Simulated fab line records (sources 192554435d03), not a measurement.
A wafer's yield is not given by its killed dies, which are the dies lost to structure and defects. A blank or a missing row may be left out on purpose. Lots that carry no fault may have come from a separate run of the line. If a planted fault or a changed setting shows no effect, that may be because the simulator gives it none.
A lot that was struck, set against a sound lot :: flow n5Finfet :: 37 steps out of a route of 1938
Sound: wafers L157.4, L157.5, L157.6. Struck: wafer L160.3. (L160.2, L160.6 of the same lot were not struck and are left out.) The cause comes at the end.
At each step with rows: each side's tool, then ch and its chambers, then its first start. Under that, the readings that differ: sound wafers :: struck wafers :: difference of the means :: sigmas: that difference in standard deviations of wafers without a fault.
alike: a reading whose means differ by less than 2 such deviations, as well as words and numbers matching on both sides. not compared: withheld readings; readings where some wafer has no value; bounds like >300 that might hide an equal value; numbers whose values overlap and for which the record gives no deviation.
Wherever a step has rows on one side only, a row that says differs or no value, or a row with sigmas, the two part there. When numbers do not overlap yet have no deviation, they are printed without sigmas and do not part them. A reading missing from all wafers of one side parts the sides only when that side holds two or more wafers.

first, 9 steps without rows for these wafers: N5_BEOL_M4_ANNEAL_95 (time 240 s); N5_BEOL_M4_SPUTTER_96 (material Cu, target thk 4.5 nm, time 8.29 s); N5_BEOL_M4_ECD_50 (material Cu, target thk 300 nm); N5_BEOL_M4_ANNEAL_51 (time 90 s); N5_BEOL_M4_CMP_52 (polishes, stops on SiOC, t overpolish 6.8 s, target thk 40 nm); N5_BEOL_M4_PRE_CLEAN_60 (time 15 s); N5_BEOL_M4_CO_CAP_55 (material Co, precursor CCTBA/H2, target thk 2 nm, time 102.1 s); N5_BEOL_M4_PRE_CLEAN_56 (time 15 s); N5_BEOL_M4_DEP_57 (deposits SiCN from 3MS/NH3, target thk 8 nm, time 14 s).
N5_BEOL_M4_RC_MEAS_101:
  sound on prober-02 ch 0, day 9 07:36; struck on prober-01 ch 0, day 10 09:52
reading: IOFF_P (nA/um)
sound: 0.15 0.14 0.17
struck: 0.26
difference: +0.11
sigmas: +3

reading: ION_P (uA/um)
sound: 453 450 455
struck: 471
difference: +18
sigmas: +2

reading: VT_P (mV)
sound: -254 -257 -252
struck: -245
difference: +9
sigmas: +3
  alike: DIBL_N, DIBL_P, IOFF_N, ION_N, SS_N, SS_P, VT_N
then, 24 steps without rows for these wafers: N5_BEOL_M5_ILD_DEP_00 (deposits SiCOH lowk from DEMS/porogen, target thk 140.64 nm, time 25.9 s); N5_BEOL_M5_CURE_79 (cures SiCOH lowk, time 240 s); N5_BEOL_M5_PECVD_70 (deposits SiO2 from TEOS/O2, target thk 16 nm, time 18 s); N5_BEOL_M5_HM_DEP_02 (deposits TiN, target thk 20 nm); N5_BEOL_M5_COAT_59 (time 60 s, resist thk 60 nm); N5_BEOL_M5_COAT_60 (time 60 s, resist thk 12 nm); N5_BEOL_M5_COAT_71 (time 60 s, resist thk 5 nm); N5_BEOL_M5_COAT_05 (resist thk 30 nm); N5_BEOL_M5_EBR_07; N5_BEOL_M5_SOFTBAKE_06 (time 60 s); N5_BEOL_M5_EXPOSE_08 (exposes mask M5, target cd 28 nm); N5_BEOL_M5_PEB_09 (peb time 60 s); N5_BEOL_M5_DEVELOP_10 (develop time 30 s); N5_BEOL_M5_DESCUM_16 (chemistry O2, time 7 s); N5_BEOL_M5_ETCH_72 (etches underlayer in N2/H2, target depth 6.5 nm, time 5.2 s); N5_BEOL_M5_ETCH_61 (etches SiARC in CF4, target depth 15.6 nm, time 26 s); N5_BEOL_M5_ETCH_62 (etches SOC in N2/H2, target depth 75 nm, overetch 15 nm, time 112.5 s); N5_BEOL_M5_STRIP_63 (strips in N2/H2); N5_BEOL_M5_STRIP_73 (strips in N2/H2); N5_BEOL_M5_STRIP_64 (strips in CF4); N5_BEOL_M5_HM_OPEN_17 (chemistry Cl2/BCl3, target TiN, target depth 20 nm, overetch 6 nm); N5_BEOL_M5_STRIP_19 (strips in O2); N5_BEOL_M5_COAT_65 (time 60 s, resist thk 60 nm); N5_BEOL_M5_COAT_66 (time 60 s, resist thk 12 nm).
-- here the record skips 4 days between the struck wafers' starts before and after, leaving off in module BEOL_M5 and picking up in module MIM_BOT_ETCH (first step shown: number 1866 of the route) --
N5_MIM_BOT_ETCH_ETCH_04: etches SiNx in CF4/O2, target depth 26 nm, time 13 s.
  sound on rieDiel-04 ch 0,1,2, day 13 10:22; struck on rieDiel-04 ch 1, day 14 06:17
reading: oesProductAu (a.u.)
sound: 0.97 0.83 0.77
struck: 0.61
difference: -0.25
sigmas: -3

reading: model.etch.depthNm (nm)
sound: 25.86 26.09 26.02
struck: 15.48
difference: -10.51
sigmas: 

reading: model.MIM_BOT_ETCH.cdOffsetNm (nm)
sound: 0 0 0.2
struck: 0.6
difference: +0.5
sigmas: 
  alike: drypumpMotorCurrentA, mfcArSccm, rfVppV, showerheadPlenumPTorr, throttleValvePct
  not compared: rfHoursCounterH, model.coat_of_MIM_BOT_LITHO_COAT_02.thkNm
N5_MIM_BOT_ETCH_ETCH_00: etches TiN in Cl2/BCl3, target depth 45.5 nm.
  sound on rieMetal-03 ch 0,1, day 13 10:34; struck on rieMetal-03 ch 1, day 14 06:28
reading: oesProductAu (a.u.)
sound: 0.96 0.95 0.88
struck: 0.67
difference: -0.26
sigmas: -4

reading: throttleValvePct (%)
sound: 21.48 21.49 21.80
struck: 22.12
difference: +0.53
sigmas: +3

reading: model.MIM_BOT_ETCH.cdOffsetNm (nm)
sound: 0.4 0.2 0.4
struck: 0.6
difference: +0.3
sigmas: 
  alike: bcl3FlowSccm, mfcArSccm
  not compared: rfHoursCounterH, model.coat_of_MIM_BOT_LITHO_COAT_02.thkNm
N5_PASSIVATION_PROBE_49:
  sound: prober-02 at day 13 18:54; struck: prober-02 at day 14 15:56
reading: defectLimitedYield (%)
sound: 91.5 93.1 90.7
struck: 55.3
difference: -36.5
sigmas: -26

reading: killedAtOther
sound: 11 6 4
struck: 431
difference: +424
sigmas: +99 or more

reading: killedDies
sound: 100 82 110
struck: 527
difference: +430
sigmas: +25

reading: sort_bin_5_function (%)
sound: 4.8 4.4 5.1
struck: 40.5
difference: +35.7
sigmas: +36

reading: sortNPass
sound: 1080 1095 1070
struck: 653
difference: -429
sigmas: -25

reading: sortYieldPct (%)
sound: 91.5 92.8 90.7
struck: 55.3
difference: -36.4
sigmas: -26
  alike: killed_at_M0_to_M3, killed_at_M4_up, killedAtContacts, killedAtFrontEnd, killedOpen, killedShort, sort_bin_6_memory, sort_bin_8_speed

== WHERE THEY PART ==
First at N5_BEOL_M4_RC_MEAS_101; last, within this record, at N5_PASSIVATION_PROBE_49.

WHY: what the simulator had put in
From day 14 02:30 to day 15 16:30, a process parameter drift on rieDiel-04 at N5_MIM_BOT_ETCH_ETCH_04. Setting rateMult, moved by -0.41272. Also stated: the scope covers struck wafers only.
